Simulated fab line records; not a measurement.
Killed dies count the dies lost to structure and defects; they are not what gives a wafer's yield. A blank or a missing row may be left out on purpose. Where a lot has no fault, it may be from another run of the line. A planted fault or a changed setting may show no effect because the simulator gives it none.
Which tool is to blame? | flow n5Finfet | Sampling: 11 lots, 33 wafers, 2 of 1938 route steps

WHAT THE GAUGES READ, wafer by wafer
N5_MIM_TOP_LITHO_OVL_MEAS_11.
lot  | measured     | on         | MIM_TOP_OVL (nm)
L699 | day 11 19:44 | overlay-02 | -4 -1 -5
L700 | day 12 02:00 | overlay-01 | -1 2 8
L702 | day 13 03:44 | overlay-01 | 1 0 5
L703 | day 13 00:43 | overlay-02 | 1 -1 3
L705 | day 13 15:44 | overlay-02 | 0 0 7
L706 | day 13 18:21 | overlay-02 | 12 14 8
L708 | day 14 02:48 | overlay-02 | 2 4 11
L710 | day 15 03:22 | overlay-01 | -1 -1 4
L714 | day 16 13:45 | overlay-01 | -3 -3 -3
L718 | day 17 01:46 | overlay-01 | -6 -3 -2
L719 | day 17 00:44 | overlay-01 | -8 -5 -1

WHICH TOOL RAN EACH LOT (tool, then ch and the chambers of the sampled wafers, then the start)
lot  | N5_MOL_CONTACT_COAG_STRIP_98
L699 | rieDiel-06 ch 0,1,3, day 4 16:23
L700 | rieDiel-05 ch 0,1,3, day 4 22:07
L702 | rieDiel-01 ch 1,2,3, day 5 09:31
L703 | rieDiel-06 ch 0,3, day 5 14:31
L705 | rieDiel-05 ch 1,2, day 6 09:01
L706 | rieDiel-06 ch 1,2, day 6 09:29
L708 | rieDiel-01 ch 0,2,3, day 6 23:38
L710 | rieDiel-06 ch 0,1,3, day 7 11:56
L714 | rieDiel-01 ch 0,1,3, day 8 13:18
L718 | rieDiel-06 ch 0,1,2, day 9 12:11
L719 | rieDiel-06 ch 0,1,3, day 9 17:15
- N5_MOL_CONTACT_COAG_STRIP_98: strips in N2/H2.

THE ANSWER, worked out from the rows above alone
Rule: usual is defined by the lots themselves. The widest of any qualifying gaps counts: lots, ordered by their means at a reading, are off when they make up no more than a third of the lots, leave a main group of 4 or more, and stand apart from it by 3 or more times the standard deviation of that group's means. A main group is skipped when, at the precision printed for the reading in the tables above, its means are all equal. Also off: a lot with no number at a reading for which 4 or more lots have one. All remaining lots with rows at the step are treated as sound.
Nothing can be told from this: no lot is off at any reading shown.

WHAT WAS PUT IN BY THE SIMULATOR
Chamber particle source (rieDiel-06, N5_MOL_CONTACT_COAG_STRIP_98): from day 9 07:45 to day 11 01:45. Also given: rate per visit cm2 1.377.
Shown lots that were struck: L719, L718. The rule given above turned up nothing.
